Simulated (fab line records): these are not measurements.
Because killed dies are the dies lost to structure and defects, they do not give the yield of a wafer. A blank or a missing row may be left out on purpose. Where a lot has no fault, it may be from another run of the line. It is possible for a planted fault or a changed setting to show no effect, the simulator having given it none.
fab line records	flow nandHarc
record lots=11	wafers=33	lastDay=34
route steps=1302 shown P_BONDPAD@371 A_ZERO_WELL@409 A_SOURCE_PLATE@423 END@1302
lots that met no fault: taken from a fault-free run of the same line
startH: hours from the record's opening day to when the first of the lot's shown wafers began	waitH: hours since the lot's step before	" the same as in the row above	L1.1+2: one row covering several wafers at once	- no value present, or no start provided	* or withheld: withheld	< > ~ a bound
route shown NAME@n: names a module that has steps shown in the file, with the first one's number in the route	usual: average and standard deviation across the fault-free wafers	same: alike in all rows	chamber/n: place in a boat	sites: per-site readings	_std_site: how widely they spread, as a standard deviation	_edge_site: the outer-site mean with the inner-site mean subtracted	radiusMm: for every site, how far away it sits from the centre of the wafer	mask NAME#n: copy n	behind: the most recent tool/chamber to have shaped the wafer	hold: cause of the lot's hold/its duration in hours/its outcome	device: transistor that didn't switch, given as n, p or np	end of line: the route-end tests of the same wafers	where a step has no rows: the recipe by itself	killed: count of dies lost to structure and defects at first sort (not the wafer's yield)	map: shows each die of a wafer: x if killed, . if not, _ if none is there
set.NAME: the setting the step ran with; set.NAME@STEP: the setting that earlier step ran with	model.NAME: the simulator's own value behind a step, which no gauge read
the route's steps for a sample of lots (tables are steps, rows are wafers)
services: a tool's chamber out of use, with start hour (startH, from the record's first day; less than 0 if before it), hours out, and reason
## steps
# step NHARC_P_BONDPAD_STRIP_15
# recipe o2FlowSccm=500	arFlowSccm=0	biasW=0	chemistry=O2
# usual drypumpMotorCurrentA=5.8/0.39	oesProductAu=0.999/0.0093	rfVppV=57.9/0.88	showerheadPlenumPTorr=3.61/0.12	throttleValvePct=17.037/0.0089
# same biasW=0
lot.wafer	tool	chamber	startH	waitH	drypumpMotorCurrentA	oesProductAu	rfHoursCounterH	rfVppV	showerheadPlenumPTorr	throttleValvePct
L981.3	rieDiel-02	2	140.10	0.1	6.0	1.002	2.3	59.4	3.71	17.020
L981.4	"	1	"	"	5.8	1.006	-	59.4	3.66	17.051
L981.5	"	3	"	"	5.8	1.007	-	57.6	3.72	17.041
L982.1	rieDiel-02	3	142.81	0.1	5.8	1.007	2.3	57.7	3.72	17.047
L982.2	"	2	"	"	6.0	0.995	2.4	58.1	3.71	17.027
L982.6	"	0	"	"	5.6	1.015	-	58.5	3.53	17.045
L984.3	rieDiel-02	1	167.91	0.1	5.8	0.998	3.0	58.5	3.66	17.027
L984.1	"	2	"	"	6.0	0.993	3.0	58.4	3.71	17.036
L984.2	"	3	"	"	5.8	0.997	2.9	57.6	3.72	17.036
L986.3	rieDiel-07	2	185.87	0.1	6.4	1.001	3.3	59.0	3.42	17.037
L986.2	"	3	"	"	6.1	0.997	3.9	58.5	3.58	17.044
L986.5	"	1	"	"	5.1	1.004	-	58.4	3.76	17.042
L987.2	rieDiel-03	1	197.39	0.1	5.4	1.017	2.5	58.8	3.60	17.032
L987.4	"	3	"	"	5.7	0.996	2.4	58.8	3.78	17.041
L987.3	"	0	"	"	6.4	1.007	2.5	58.6	3.40	17.034
L990.1	rieDiel-07	1	221.22	0.1	5.2	1.003	5.5	57.4	3.76	17.036
L990.3	"	3	"	"	6.0	1.003	5.3	57.1	3.58	17.037
L990.6	"	3	"	"	6.0	1.006	-	58.1	3.58	17.043
L991.2	rieDiel-03	0	241.02	0.1	6.4	1.000	3.9	56.5	3.40	17.041
L991.1	"	2	"	"	5.5	0.992	3.9	56.5	3.45	17.031
L991.3	"	3	"	"	5.7	0.995	4.1	57.2	3.78	17.047
L992.1	rieDiel-07	2	246.57	0.1	6.4	1.002	6.4	56.9	3.42	17.040
L992.2	"	0	"	"	5.5	1.004	5.5	58.8	3.67	17.048
L992.5	"	1	"	"	5.1	0.997	-	58.3	3.76	17.046
L994.2	rieDiel-02	2	282.79	0.1	6.0	1.003	1.6	59.7	3.70	17.039
L994.5	"	2	"	"	6.0	1.021	-	57.7	3.70	17.027
L994.6	"	3	"	"	5.8	1.018	-	58.7	3.72	17.044
L995.2	rieDiel-07	3	283.63	0.1	6.1	1.006	8.7	56.1	3.58	17.054
L995.3	"	1	"	"	5.2	1.014	9.2	58.8	3.76	17.032
L995.5	"	0	"	"	5.5	0.986	-	58.5	3.67	17.042
L104.3	rieDiel-03	3	367.94	0.1	5.7	0.995	3.5	57.7	3.78	17.026
L104.4	"	1	"	"	5.4	1.003	4.4	58.3	3.60	17.025
L104.6	"	2	"	"	5.5	0.983	-	57.0	3.45	17.032
# step NHARC_P_BONDPAD_ETCH_24
# recipe targetDepthA=300	overEtchFrac=0.3	timeS=72.99	ionEnergyEv=150	cf4FlowSccm=50	n2FlowSccm=100	arFlowSccm=150	rfW=300	biasW=100	chemistry=CF4/N2
# usual biasW=100.03/0.3	drypumpMotorCurrentA=5.8/0.39	oesProductAu=0.999/0.0099	rfVppV=315.2/1.8	showerheadPlenumPTorr=2.69/0.095	throttleValvePct=19.794/0.0092
lot.wafer	tool	chamber	startH	waitH	biasW	drypumpMotorCurrentA	oesProductAu	rfHoursCounterH	rfVppV	showerheadPlenumPTorr	throttleValvePct
L981.3	rieDiel-02	3	140.28	0.2	100.10	5.9	1.002	2.2	315.6	2.77	19.810
L981.5	"	2	"	"	100.02	6.0	1.005	-	315.6	2.76	19.803
L981.4	"	3	"	"	99.87	5.9	1.003	-	317.2	2.77	19.807
L982.1	rieDiel-02	2	-	-	99.74	6.0	1.007	2.4	317.3	2.76	19.800
L982.2	"	0	"	"	99.77	5.6	1.016	2.1	313.8	2.63	19.812
L982.6	"	1	"	"	100.49	5.8	1.009	-	314.3	2.73	19.792
L984.2	rieDiel-02	1	-	-	99.90	5.7	0.998	3.1	314.7	2.72	19.807
L984.3	"	2	"	"	99.81	6.0	0.992	3.1	315.7	2.76	19.781
L984.1	"	3	"	"	99.72	5.8	1.000	3.0	316.9	2.77	19.789
L986.3	rieDiel-07	0	-	-	100.30	5.5	1.005	3.7	317.3	2.73	19.791
L986.2	"	1	"	"	99.81	5.1	1.007	3.7	317.6	2.80	19.800
L986.5	"	3	"	"	99.84	6.1	1.019	-	315.3	2.66	19.780
L987.3	rieDiel-03	3	-	-	100.64	5.7	0.984	2.4	316.9	2.82	19.806
L987.2	"	0	"	"	100.17	6.4	1.003	2.5	312.2	2.53	19.787
L987.4	"	2	"	"	100.14	5.4	0.985	2.8	312.9	2.57	19.783
L990.3	rieDiel-07	3	221.40	0.1	99.85	6.1	1.004	5.4	314.8	2.66	19.789
L990.1	"	2	"	"	100.28	6.5	0.999	4.9	312.9	2.55	19.793
L990.6	"	1	"	"	100.57	5.2	0.999	-	317.3	2.80	19.787
L991.1	rieDiel-03	1	-	-	99.91	5.4	1.003	4.0	315.1	2.68	19.782
L991.2	"	2	"	"	100.01	5.4	0.976	4.0	312.6	2.57	19.789
L991.3	"	3	"	"	100.02	5.7	0.986	4.1	316.6	2.82	19.799
L992.1	rieDiel-07	1	-	-	99.80	5.1	0.995	6.8	316.2	2.80	19.789
L992.2	"	2	"	"	99.36	6.5	1.002	6.4	312.3	2.55	19.808
L992.5	"	1	"	"	100.45	5.2	0.995	-	316.2	2.80	19.802
L994.2	rieDiel-02	1	282.95	0.1	99.93	5.7	1.001	1.7	316.2	2.72	19.793
L994.5	"	1	"	"	99.79	5.8	1.005	-	316.0	2.72	19.808
L994.6	"	2	"	"	100.25	5.9	1.009	-	315.3	2.76	19.803
L995.2	rieDiel-07	1	-	-	100.19	5.2	1.005	9.2	316.2	2.80	19.755
L995.3	"	2	"	"	99.55	6.4	0.993	8.6	311.5	2.54	19.795
L995.5	"	1	"	"	99.87	5.2	1.003	-	317.1	2.80	19.805
L104.3	rieDiel-03	0	-	-	100.27	6.4	1.006	4.4	313.1	2.53	19.789
L104.4	"	1	"	"	99.83	5.5	1.007	4.4	314.0	2.68	19.798
L104.6	"	2	"	"	99.70	5.4	0.991	-	313.0	2.57	19.794
# step NHARC_P_BONDPAD_CMP_19
# recipe tOverpolishS=30	cuRecessTouchS=16	targetThkNm=160.81
# usual motorCurrentA=11.6/1.3	overpolishRunS=29.998/0.0091	slurryFilterDpKPa=13.52/0.13
# same tOverpolishS=30
lot.wafer	tool	chamber	startH	waitH	motorCurrentA	overpolishRunS	slurryFilterDpKPa
L981.4	cmp-02	1	141.82	-	10.4	29.994	13.64
L981.3	"	2	"	"	15.6	29.997	13.42
L981.5	"	0	"	"	12.8	29.991	13.58
L982.1	cmp-01	0	144.50	-	12.0	30.004	13.63
L982.2	"	1	"	"	10.9	29.995	13.58
L982.6	"	2	"	"	10.4	30.001	13.53
L984.2	cmp-02	2	169.60	-	15.9	30.002	13.59
L984.3	"	3	"	"	9.8	30.001	13.24
L984.1	"	0	"	"	11.8	29.997	13.42
L986.2	cmp-02	0	187.49	-	12.4	30.002	13.43
L986.3	"	1	"	"	10.6	30.005	13.56
L986.5	"	0	"	"	11.4	30.009	13.40
L987.3	cmp-03	1	199.05	-	11.1	29.991	13.43
L987.2	"	2	"	"	10.4	29.997	13.64
L987.4	"	3	"	"	11.1	30.002	13.23
L990.3	cmp-03	0	222.89	-	12.3	30.022	13.28
L990.1	"	1	"	"	10.6	30.017	13.52
L990.6	"	0	"	"	11.8	29.982	13.47
L991.1	cmp-01	1	242.68	-	11.5	30.022	13.46
L991.2	"	2	"	"	10.5	29.984	13.62
L991.3	"	3	"	"	12.5	29.988	13.46
L992.1	cmp-01	1	248.21	-	11.7	29.988	13.51
L992.2	"	2	"	"	9.8	29.996	13.71
L992.5	"	0	"	"	11.7	29.995	13.48
L994.2	cmp-03	2	284.49	-	10.9	29.988	13.48
L994.5	"	1	"	"	11.2	30.009	13.61
L994.6	"	2	"	"	10.9	30.000	13.77
L995.3	cmp-02	3	285.28	-	9.7	30.006	13.51
L995.2	"	2	"	"	16.5	29.994	13.35
L995.5	"	0	"	"	12.1	29.999	13.43
L104.4	cmp-03	0	369.66	-	11.7	29.991	13.24
L104.3	"	1	"	"	11.2	29.987	13.57
L104.6	"	1	"	"	10.6	29.997	13.51
# step NHARC_A_ZERO_WELL_PRECLEAN_22
# recipe timeS=60	tempC=50	bathAgeMin=0	chemistry=SC1
lot.wafer	tool	chamber	startH	waitH
L981.5+3+4	wetBench-01	0,3,5	144.77	0.1
L982.1+2+6	wetBench-09	7,1,3	147.40	0.2
L984.1+3+2	wetBench-09	1,2,3	172.56	0.2
L986.3+5+2	wetBench-01	2,3,4	190.39	0.1
L987.3+2+4	wetBench-01	5,6,0	202.04	0.1
L990.3+6+1	wetBench-09	3,4,6	225.86	0.1
L991.2+3+1	wetBench-09	2,5,6	245.64	0.2
L992.1+5+2	wetBench-01	4,6,7	251.18	0.2
L994.2+5+6	wetBench-01	5,6,2	287.35	0.2
L995.2+3+5	wetBench-01	0,2,3	288.22	0.2
L104.4+6+3	wetBench-07	1,4,5	372.55	0.1
# step NHARC_A_ZERO_WELL_INSPECT_17
# usual rawDefectCount=10/5.2
lot.wafer	tool	chamber	startH	waitH	rawDefectCount
L981.3	defectInspect-02	-	145.19	0.1	12
L981.4	"	-	"	"	15
L981.5	"	-	"	"	8
L982.1	defectInspect-01	-	147.87	0.2	10
L982.2	"	-	"	"	9
L982.6	"	-	"	"	19
L984.1	defectInspect-02	-	172.89	0.2	25
L984.2	"	-	"	"	11
L984.3	"	-	"	"	20
L986.2	defectInspect-02	-	190.72	0.1	3
L986.3	"	-	"	"	7
L986.5	"	-	"	"	8
L987.2	defectInspect-02	-	202.36	0.1	5
L987.3	"	-	"	"	2
L987.4	"	-	"	"	5
L990.1	defectInspect-01	-	226.24	0.2	24
L990.3	"	-	"	"	9
L990.6	"	-	"	"	10
L991.1	defectInspect-01	-	245.98	0.2	11
L991.2	"	-	"	"	6
L991.3	"	-	"	"	10
L992.1	defectInspect-02	-	251.51	0.2	4
L992.2	"	-	"	"	10
L992.5	"	-	"	"	17
L994.2	defectInspect-02	-	287.68	0.1	13
L994.5	"	-	"	"	14
L994.6	"	-	"	"	853
L995.2	defectInspect-02	-	288.55	0.1	12
L995.3	"	-	"	"	783
L995.5	"	-	"	"	10
L104.3	defectInspect-01	-	373.09	0.1	13
L104.4	"	-	"	"	7
L104.6	"	-	"	"	6
# step NHARC_A_SOURCE_PLATE_INSPECT_08
# usual rawDefectCount=65/24
lot.wafer	tool	chamber	startH	waitH	rawDefectCount
L982.1	defectInspect-02	-	166.21	0.0	61
L982.2	"	-	"	"	42
L982.6	"	-	"	"	54
L981.3	defectInspect-01	-	166.23	0.0	32
L981.4	"	-	"	"	77
L981.5	"	-	"	"	51
L984.1	defectInspect-02	-	193.14	0.0	66
L984.2	"	-	"	"	64
L984.3	"	-	"	"	78
L986.2	defectInspect-01	-	213.25	0.0	41
L986.3	"	-	"	"	117
L986.5	"	-	"	"	84
L987.2	defectInspect-01	-	223.22	0.0	48
L987.3	"	-	"	"	46
L987.4	"	-	"	"	42
L990.1	defectInspect-01	-	246.20	0.0	46
L990.3	"	-	"	"	58
L990.6	"	-	"	"	100
L991.1	defectInspect-01	-	265.71	0.0	70
L991.2	"	-	"	"	64
L991.3	"	-	"	"	51
L992.1	defectInspect-01	-	271.45	0.0	37
L992.2	"	-	"	"	31
L992.5	"	-	"	"	35
L994.2	defectInspect-01	-	308.39	0.0	66
L994.5	"	-	"	"	61
L994.6	"	-	"	"	869
L995.2	defectInspect-02	-	308.40	0.1	107
L995.3	"	-	"	"	903
L995.5	"	-	"	"	115
L104.3	defectInspect-01	-	392.98	0.0	52
L104.4	"	-	"	"	41
L104.6	"	-	"	"	44
# step NHARC_END_SORT_01
# recipe tempC=25
# usual killedAtArray=49/19	killedAtOther=0.9/1.1	killedAtPeriphery=4.0/2.7	killedDies=54/19	killedOpen=3.3/1.8	killedShort=2.6/1.6
# same grossDies=677
lot.wafer	tool	chamber	startH	waitH	killedAtArray	killedAtOther	killedAtPeriphery	killedDies	killedOpen	killedShort
L994.2	prober-02	0	715.55	2.8	86	1	0	87	3	1
L994.5	prober-02	0	717.97	3.7	79	1	2	82	4	1
L994.6	prober-02	0	718.78	4.0	100	2	2	104	4	1
L995.2	prober-01	0	723.38	2.8	61	1	2	64	3	2
L995.3	prober-01	0	724.18	3.1	91	2	0	93	2	3
L995.5	prober-01	0	725.77	3.7	67	0	1	68	3	1
# killed by level:class
L994.2 A_CHANNEL_HOLE_D1:chamberFilmFlake=36 A_SLIT:chamberFilmFlake=24 A_CHANNEL_HOLE_D2:chamberFilmFlake=14 A_CONTACT:chamberFilmFlake=3 A_CHANNEL_FILL_D2:chamberFilmFlake=2 A_STAIRCASE:chamberFilmFlake=2 A_DECK1_JOINT:geometricParticle:open=1 A_ONON_D2:geometricParticle:open=1
L994.5 A_CHANNEL_HOLE_D1:chamberFilmFlake=29 A_SLIT:chamberFilmFlake=28 A_CHANNEL_HOLE_D2:chamberFilmFlake=11 A_CONTACT:chamberFilmFlake=3 A_STAIRCASE:chamberFilmFlake=2 P_CONTACT:geometricParticle:open=1 A_ONON_D1:geometricParticle:open=1 A_CHANNEL_FILL_D1:geometricParticle:short=1
L994.6 A_ZERO_WELL:unspecified=38 A_SLIT:chamberFilmFlake=21 A_CHANNEL_HOLE_D1:chamberFilmFlake=17 A_CHANNEL_HOLE_D2:chamberFilmFlake=16 THIN_TSV:chamberFilmFlake=2 A_CHANNEL_FILL_D2:chamberFilmFlake=2 P_M0:geometricParticle:short=1 P_M2:geometricParticle:open=1
L995.2 A_CHANNEL_HOLE_D1:chamberFilmFlake=28 A_SLIT:chamberFilmFlake=24 A_CHANNEL_HOLE_D2:chamberFilmFlake=3 A_CONTACT:chamberFilmFlake=2 P_GATE:geometricParticle:open=1 P_CONTACT:geometricParticle:short=1 A_ONON_D1:geometricParticle:open=1 A_ONON_D2:geometricParticle:open=1
L995.3 A_ZERO_WELL:unspecified=40 A_CHANNEL_HOLE_D1:chamberFilmFlake=21 A_SLIT:chamberFilmFlake=17 A_CHANNEL_HOLE_D2:chamberFilmFlake=5 A_ONON_D2:geometricParticle:short=2 A_M0:chamberFilmFlake=2 A_CHANNEL_FILL_D1:geometricParticle:open=1 A_CHANNEL_FILL_D2:geometricParticle:open=1
L995.5 A_SLIT:chamberFilmFlake=32 A_CHANNEL_HOLE_D1:chamberFilmFlake=20 A_STAIRCASE:chamberFilmFlake=6 A_CHANNEL_HOLE_D2:chamberFilmFlake=3 P_GATE:geometricParticle:open=1 A_ONON_D1:geometricParticle:short=1 A_ONON_D1:geometricParticle:open=1 A_WL_FILL:geometricParticle:open=1
## services
tool	chamber	startH	hours	kind
rieDiel-07	-	117.20	9.0	pm
cmp-03	-	121.61	0.5	repair
cmp-02	-	134.50	4.0	pm
rieDiel-02	0	135.11	7.3	repair
rieDiel-07	2	152.82	14.4	repair
rieDiel-03	1	155.32	20.9	repair
cmp-03	-	162.00	4.0	pm
wetBench-09	-	176.80	8.0	pm
cmp-02	-	178.11	2.7	repair
cmp-02	-	208.11	1.2	repair
rieDiel-02	0	209.87	11.0	repair
rieDiel-07	0	212.98	8.6	repair
rieDiel-02	-	216.70	9.0	pm
rieDiel-03	2	219.51	15.7	repair
rieDiel-03	-	219.99	0.7	repair
cmp-02	-	232.51	4.0	pm
rieDiel-02	0	266.76	11.7	repair
wetBench-01	-	277.64	8.0	pm
rieDiel-03	-	281.31	9.0	pm
rieDiel-07	-	294.20	9.0	pm
rieDiel-07	0	306.84	2.5	repair
rieDiel-02	-	319.61	0.5	repair
rieDiel-02	2	329.30	1.9	repair
rieDiel-02	1	352.42	9.2	repair
## key
firstSign step=NHARC_A_ZERO_WELL_INSPECT_17	reading=rawDefectCount	direction=up	sigmas=99+	usual=10	struck=818
effect step=NHARC_A_SOURCE_PLATE_INSPECT_08	reading=rawDefectCount	direction=up	sigmas=34	usual=65	struck=886
moreKillsBornAt NHARC_A_ZERO_WELL_PRECLEAN_22@wetBench-01=78
metAt NHARC_A_ZERO_WELL_PRECLEAN_22
struckLots L994,L995
struckWafers L994.6,L995.3
testerLeftOut L994,L995
notActingAt NHARC_P_BONDPAD_STRIP_15,NHARC_P_BONDPAD_ETCH_24,NHARC_P_BONDPAD_CMP_19
onsetBetween 190.39 287.35
fault kind=chamberParticleSource	tool=wetBench-01	chamber=2	onsetH=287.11	steps=NHARC_A_ZERO_WELL_PRECLEAN_22	ratePerVisitCm2=1.1653	endH=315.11
# testerLeftOut: of these lots the tester's yield and bins aren't shown, on N5 and GAA mostly nor the transistor test; their killed dies are dies lost to structure and defects alone, not to doping, threshold or leakage, so they don't give the yield
